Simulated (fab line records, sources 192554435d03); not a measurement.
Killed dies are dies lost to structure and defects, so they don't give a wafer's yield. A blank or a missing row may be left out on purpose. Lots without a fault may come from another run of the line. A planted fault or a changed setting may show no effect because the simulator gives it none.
Chamber matching | flow n5_finfet | N5_BEOL_M14_ETCH_59 on rie_diel-01: 4 sister chambers
The step etches BARC in N2/H2, target depth 89 nm, overetch 26.7 nm, time 67.9 s. 18 wafers are shown with their chamber, then 9 later ones without.

WAFERS WITH THEIR CHAMBER
wafer  | chamber | showerhead_plenum_p_Torr (Torr) | drypump_motor_current_A (A) | throttle_valve_pct (%)
L075.2 | 1       | 2.57                            | 6.2                         | 18.13
L075.5 | 1       | 2.57                            | 6.2                         | 18.12
L075.6 | 0       | 2.42                            | 5.9                         | 17.92
L077.1 | 2       | 2.45                            | 5.6                         | 18.15
L077.4 | 1       | 2.57                            | 6.2                         | 18.13
L077.5 | 2       | 2.45                            | 5.6                         | 18.15
L079.1 | 0       | 2.42                            | 5.9                         | 17.94
L079.3 | 1       | 2.57                            | 6.2                         | 18.14
L079.4 | 3       | 2.59                            | 6.7                         | 17.63
L083.1 | 3       | 2.58                            | 6.8                         | 17.65
L083.4 | 0       | 2.42                            | 5.9                         | 17.96
L083.5 | 1       | 2.57                            | 6.1                         | 18.15
L086.1 | 1       | 2.57                            | 6.2                         | 18.15
L086.3 | 3       | 2.58                            | 6.7                         | 17.66
L086.5 | 3       | 2.58                            | 6.7                         | 17.66
L081.1 | 0       | 2.41                            | 5.9                         | 17.97
L081.3 | 3       | 2.58                            | 6.7                         | 17.68
L081.4 | 1       | 2.57                            | 6.2                         | 18.17

SIGNATURES (means of the wafers above)
reading                  | chamber 0 | chamber 1 | chamber 2 | chamber 3 | scatter within a chamber
showerhead_plenum_p_Torr | 2.4175    | 2.5700    | 2.4500    | 2.5820    | 0.00333
drypump_motor_current_A  | 5.900     | 6.186     | 5.600     | 6.720     | 0.0344
throttle_valve_pct       | 17.9475   | 18.1414   | 18.1500   | 17.6560   | 0.0179
Rule: a wafer's distance from a chamber is the root of the sum, over the readings, of the square of ((its reading less the chamber's mean) divided by the reading's scatter). The wafer belongs to the nearest chamber; if the next one is less than 2 further off, it can't be placed. The scatter: the root of (the sum of the squares of (reading less its chamber's mean) over the shown wafers, divided by (wafers less chambers)).

WAFERS WITHOUT THEIR CHAMBER
wafer  | showerhead_plenum_p_Torr (Torr) | drypump_motor_current_A (A) | throttle_valve_pct (%)
L090.2 | 2.58                            | 6.7                         | 17.68
L090.3 | 2.44                            | 5.6                         | 18.17
L090.5 | 2.56                            | 6.2                         | 18.18
L095.1 | 2.43                            | 5.6                         | 18.23
L095.4 | 2.56                            | 6.2                         | 18.19
L095.6 | 2.43                            | 5.6                         | 18.21
L091.3 | 2.40                            | 5.9                         | 18.01
L091.4 | 2.43                            | 5.6                         | 18.23
L091.5 | 2.43                            | 5.6                         | 18.23

WHICH CHAMBER EACH WENT THROUGH
wafer  | from the rows above | in truth
L090.2 | 3                   | 3
L090.3 | 2                   | 2
L090.5 | 1                   | 1
L095.1 | 2                   | 2
L095.4 | 1                   | 1
L095.6 | 2                   | 2
L091.3 | 0                   | 0
L091.4 | 2                   | 2
L091.5 | 2                   | 2
Placed correctly: 9 of 9. Can't be placed from these rows: 0. Placed wrongly: 0.
